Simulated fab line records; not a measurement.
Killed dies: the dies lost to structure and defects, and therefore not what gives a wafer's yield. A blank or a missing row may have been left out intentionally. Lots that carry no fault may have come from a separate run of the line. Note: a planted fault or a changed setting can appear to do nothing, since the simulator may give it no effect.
Problem report, 8D (eight disciplines) form, completed by code | flow n5 finfet | the parts of the form that need people (team, actions taken, sign-off) are left out

== 1. THE ISSUE ==
Wafers without a fault read 143.3 s, standard deviation 0.45; run length s at N5_BEOL_M5_ETCH_68 reads a mean of 134.5 s on 4 wafers belonging to 3 lots. Relative to the usual mean, that is a shift of -20 standard deviations.
The step: etches SOC in N2/H2, target depth 80 nm, overetch 16 nm, time 120 s.
First seen on wafer L483.1, day 10 01:37, on rie diel-02. The record has a number at this step for 19 wafers belonging to 7 lots. Rule for "out", or "out of limits": more than 4 standard deviations from the usual mean. All remaining wafers that have a number are taken as sound.

== 2. WHAT IT IS, WHAT IT ISN'T ==
question                    | is                             | is not
which readings at this step | run length s                   | drypump motor current A, rf vpp V, showerhead plenum p Torr, throttle valve pct
which lots                  | L483, L485, L488               | L475, L481, L484, L498
which wafers of those lots  | L483.1, L485.4, L488.1, L488.4 | L483.3, L483.6, L485.3
read on which tools         | rie diel-02                    | rie diel-01
when                        | from day 10 01:37              | up to then (8 sound wafers); but 7 sound wafers of L484, L485, L498 came after

== 3. WHAT RULES OUT EACH SUSPECT ==
Counting: a tool at a process step up to the reading stays a suspect if it ran every lot that is out. Sound lots after the first of them don't rule it out here, since some wafers of a struck lot are sound.
- rie diel-02 at N5_BEOL_M5_DESCUM_33 (chemistry O2, time 7 s): kept. It ran every lot that is out, first L483 (day 10 01:32); its last sound lot up to then is L481 (day 9 13:41).
- rie diel-02 at N5_BEOL_M5_ETCH_75 (etches underlayer in N2/H2, target depth 6.5 nm, time 5.2 s): kept. It ran every lot that is out, first L483 (day 10 01:34); its last sound lot up to then is L481 (day 9 13:43).
- rie diel-02 at N5_BEOL_M5_ETCH_67 (etches SiARC in CF4, target depth 15.6 nm, time 26 s): kept. It ran every lot that is out, first L483 (day 10 01:35); its last sound lot up to then is L481 (day 9 13:44).
- rie diel-02 at N5_BEOL_M5_ETCH_68 (etches SOC in N2/H2, target depth 80 nm, overetch 16 nm, time 120 s): kept. It ran every lot that is out, first L483 (day 10 01:37); its last sound lot up to then is L481 (day 9 13:46). Its own run length s readings are out on those wafers.
Left after counting: rie diel-02 at N5_BEOL_M5_DESCUM_33, rie diel-02 at N5_BEOL_M5_ETCH_75, rie diel-02 at N5_BEOL_M5_ETCH_67, rie diel-02 at N5_BEOL_M5_ETCH_68.

== 4. THE CAUSE (what the simulator had put in) ==
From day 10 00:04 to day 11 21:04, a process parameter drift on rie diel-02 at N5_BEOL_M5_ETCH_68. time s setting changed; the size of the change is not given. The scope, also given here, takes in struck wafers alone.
After counting, 4 suspects remain, this tool included.

== 5. THE CHAIN OF EFFECTS, in route order ==
Rows list readings where the struck wafers' mean (over those with a number) sits beyond 3 standard deviations from the usual. Only readings whose record carries a usual standard deviation are examined. hours: median over the lots of the time between each lot's start at the first step of this table that gives one and its start at this step. sigmas: the change, counted in usual standard deviations.
hours | step               | reading      | usual   | on struck wafers | change | sigmas
0     | N5_BEOL_M5_ETCH_68 | run length s | 143.3 s | 134.5            | -8.8   | -20
Process steps it contains:
- N5_BEOL_M5_ETCH_68: etches SOC in N2/H2, target depth 80 nm, overetch 16 nm, time 120 s.

== 6. WHAT WOULD HAVE CAUGHT IT SOONER ==
First out-of-limits reading in this record: day 10 01:37, which is 2 hours after fault onset at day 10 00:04.
